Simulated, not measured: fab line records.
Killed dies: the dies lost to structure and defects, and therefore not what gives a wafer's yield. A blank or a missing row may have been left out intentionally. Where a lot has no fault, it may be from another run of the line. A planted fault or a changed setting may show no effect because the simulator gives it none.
Chamber matching || flow nandHarc || NHARC_P_M2_PRE_CLEAN_32 on pecvd-03 has 3 sister chambers
The step time 12 s. 14 wafers are shown with their chamber, then 7 later ones without.

## WAFERS PAIRED WITH THEIR CHAMBERS
{"wafer": "L848.1", "chamber": 0, "heaterPowerW (W)": 734}
{"wafer": "L848.2", "chamber": 1, "heaterPowerW (W)": 711}
{"wafer": "L848.5", "chamber": 2, "heaterPowerW (W)": 584}
{"wafer": "L850.1", "chamber": 2, "heaterPowerW (W)": 533}
{"wafer": "L850.3", "chamber": 1, "heaterPowerW (W)": 682}
{"wafer": "L850.5", "chamber": 1, "heaterPowerW (W)": 682}
{"wafer": "L851.4", "chamber": 1, "heaterPowerW (W)": 682}
{"wafer": "L851.5", "chamber": 2, "heaterPowerW (W)": 600}
{"wafer": "L851.6", "chamber": 0, "heaterPowerW (W)": 717}
{"wafer": "L852.3", "chamber": 0, "heaterPowerW (W)": 702}
{"wafer": "L852.4", "chamber": 1, "heaterPowerW (W)": 712}
{"wafer": "L852.5", "chamber": 0, "heaterPowerW (W)": 714}
{"wafer": "L862.2", "chamber": 2, "heaterPowerW (W)": 503}
{"wafer": "L862.3", "chamber": 0, "heaterPowerW (W)": 772}

SIGNATURES (means of the wafers above)
{"reading": "heaterPowerW", "chamber 0": 727.80, "chamber 1": 693.80, "chamber 2": 555.00, "scatter within a chamber": 30.2}
Rule: distance of a wafer from a chamber = root of the sum over the readings of ((wafer's reading minus chamber's mean) / reading's scatter) squared. If the next closest chamber is less than 2 further off than the closest, the wafer can't be placed; otherwise it belongs to the closest. The scatter: take each reading less its chamber's mean, square it, sum over the shown wafers, divide by the number of wafers less the number of chambers, and take the root.

## WAFERS MISSING THEIR CHAMBER
{"wafer": "L862.4", "heaterPowerW (W)": 767}
{"wafer": "L865.3", "heaterPowerW (W)": 707}
{"wafer": "L865.5", "heaterPowerW (W)": 593}
{"wafer": "L865.6", "heaterPowerW (W)": 698}
{"wafer": "L866.2", "heaterPowerW (W)": 542}
{"wafer": "L866.3", "heaterPowerW (W)": 643}
{"wafer": "L866.4", "heaterPowerW (W)": 558}

## EACH ONE'S CHAMBER
{"wafer": "L862.4", "from the rows above": "can't be placed: 0 or 1", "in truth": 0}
{"wafer": "L865.3", "from the rows above": "can't be placed: 1 or 0", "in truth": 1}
{"wafer": "L865.5", "from the rows above": 2, "in truth": 2}
{"wafer": "L865.6", "from the rows above": "can't be placed: 1 or 0", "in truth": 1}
{"wafer": "L866.2", "from the rows above": 2, "in truth": 2}
{"wafer": "L866.3", "from the rows above": "can't be placed: 1 or 0 or 2", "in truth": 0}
{"wafer": "L866.4", "from the rows above": 2, "in truth": 2}
3 of 7 placed correctly. From these rows, 4 cannot be placed; in 4 the true chamber is one of the candidates. Placed wrongly: 0.
